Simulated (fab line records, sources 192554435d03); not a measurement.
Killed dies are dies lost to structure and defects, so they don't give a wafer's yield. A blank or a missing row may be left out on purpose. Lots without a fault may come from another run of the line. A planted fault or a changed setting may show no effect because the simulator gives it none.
A struck lot beside a sound one | flow n5_finfet | 36 steps out of a route of 1938
Sound: wafers L901.1, L901.4, L901.6. Struck: wafers L891.3, L891.4, L891.5. The cause comes at the end.
At each step with rows: each side's tool, then ch and its chambers, then its first start. Under that, the readings that differ: sound wafers | struck wafers | difference of the means | sigmas: that difference in standard deviations of wafers without a fault.
alike: readings whose means differ by less than 2 such deviations, and words and numbers that are the same on both sides. not compared: withheld readings, readings that some wafer has no value for, bounds like >300 that may hide the same value, and numbers for which the record gives no deviation and whose values overlap.
The two part at a step that has a row with sigmas, a row that says differs or no value, or rows on one side only. Numbers that don't overlap but have no deviation are shown without sigmas and don't part them. A reading that every wafer of one side lacks parts them only if that side has two wafers or more.

first, 9 steps without rows for these wafers: N5_BEOL_M4_ANNEAL_95 (time 240 s); N5_BEOL_M4_SPUTTER_96 (material Cu, target thk 4.5 nm, time 8.29 s); N5_BEOL_M4_ECD_50 (material Cu, target thk 300 nm); N5_BEOL_M4_ANNEAL_51 (time 90 s); N5_BEOL_M4_CMP_52 (polishes, stops on SiOC, t overpolish 6.8 s, target thk 40 nm); N5_BEOL_M4_PRE_CLEAN_60 (time 15 s); N5_BEOL_M4_CO_CAP_55 (material Co, precursor CCTBA/H2, target thk 2 nm, time 102.1 s); N5_BEOL_M4_PRE_CLEAN_56 (time 15 s); N5_BEOL_M4_DEP_57 (deposits SiCN from 3MS/NH3, target thk 8 nm, time 14 s).
N5_BEOL_M4_RC_MEAS_101:
  sound on prober-01 ch 0, day 12 12:05; struck on prober-02 ch 0, day 9 13:06
  alike: DIBL_N, DIBL_P, IOFF_N, IOFF_P, ION_N, ION_P, SS_N, SS_P, VT_N, VT_P
then, 24 steps without rows for these wafers: N5_BEOL_M5_ILD_DEP_00 (deposits SiCOH lowk from DEMS/porogen, target thk 140.64 nm, time 25.9 s); N5_BEOL_M5_CURE_79 (cures SiCOH lowk, time 240 s); N5_BEOL_M5_PECVD_70 (deposits SiO2 from TEOS/O2, target thk 16 nm, time 18 s); N5_BEOL_M5_HM_DEP_02 (deposits TiN, target thk 20 nm); N5_BEOL_M5_COAT_59 (time 60 s, resist thk 60 nm); N5_BEOL_M5_COAT_60 (time 60 s, resist thk 12 nm); N5_BEOL_M5_COAT_71 (time 60 s, resist thk 5 nm); N5_BEOL_M5_COAT_05 (resist thk 30 nm); N5_BEOL_M5_EBR_07; N5_BEOL_M5_SOFTBAKE_06 (time 60 s); N5_BEOL_M5_EXPOSE_08 (exposes mask M5, target cd 28 nm); N5_BEOL_M5_PEB_09 (peb time 60 s); N5_BEOL_M5_DEVELOP_10 (develop time 30 s); N5_BEOL_M5_DESCUM_16 (chemistry O2, time 7 s); N5_BEOL_M5_ETCH_72 (etches underlayer in N2/H2, target depth 6.5 nm, time 5.2 s); N5_BEOL_M5_ETCH_61 (etches SiARC in CF4, target depth 15.6 nm, time 26 s); N5_BEOL_M5_ETCH_62 (etches SOC in N2/H2, target depth 75 nm, overetch 15 nm, time 112.5 s); N5_BEOL_M5_STRIP_63 (strips in N2/H2); N5_BEOL_M5_STRIP_73 (strips in N2/H2); N5_BEOL_M5_STRIP_64 (strips in CF4); N5_BEOL_M5_HM_OPEN_17 (chemistry Cl2/BCl3, target TiN, target depth 20 nm, overetch 6 nm); N5_BEOL_M5_STRIP_19 (strips in O2); N5_BEOL_M5_COAT_65 (time 60 s, resist thk 60 nm); N5_BEOL_M5_COAT_66 (time 60 s, resist thk 12 nm).
-- the record jumps here: 4 days lie between the struck wafers' starts before and after (it left off in module BEOL_M5 and takes up again in module MIM_TOP, whose first step shown is number 1836 of the route) --
N5_MIM_TOP_ALD_02: deposits Al2O3, purge time 3 s, co reactant pulse time 3 s.
  sound on ald_hk-02 ch 0,1, day 16 10:00; struck on ald_hk-02 ch 1,3, day 13 03:00
  reading                    | sound             | struck | difference                    | sigmas
  precursor_pulse_height_rel | 1.039 0.972 1.012 | - - -  | no value on the struck wafers |
N5_PASSIVATION_PROBE_49:
  the record has rows for the struck wafers here (prober-01, day 13 17:41) and none for the sound ones

WHERE THEY PART
First at N5_MIM_TOP_ALD_02; last, within this record, at N5_PASSIVATION_PROBE_49.

WHY: what the simulator had put in
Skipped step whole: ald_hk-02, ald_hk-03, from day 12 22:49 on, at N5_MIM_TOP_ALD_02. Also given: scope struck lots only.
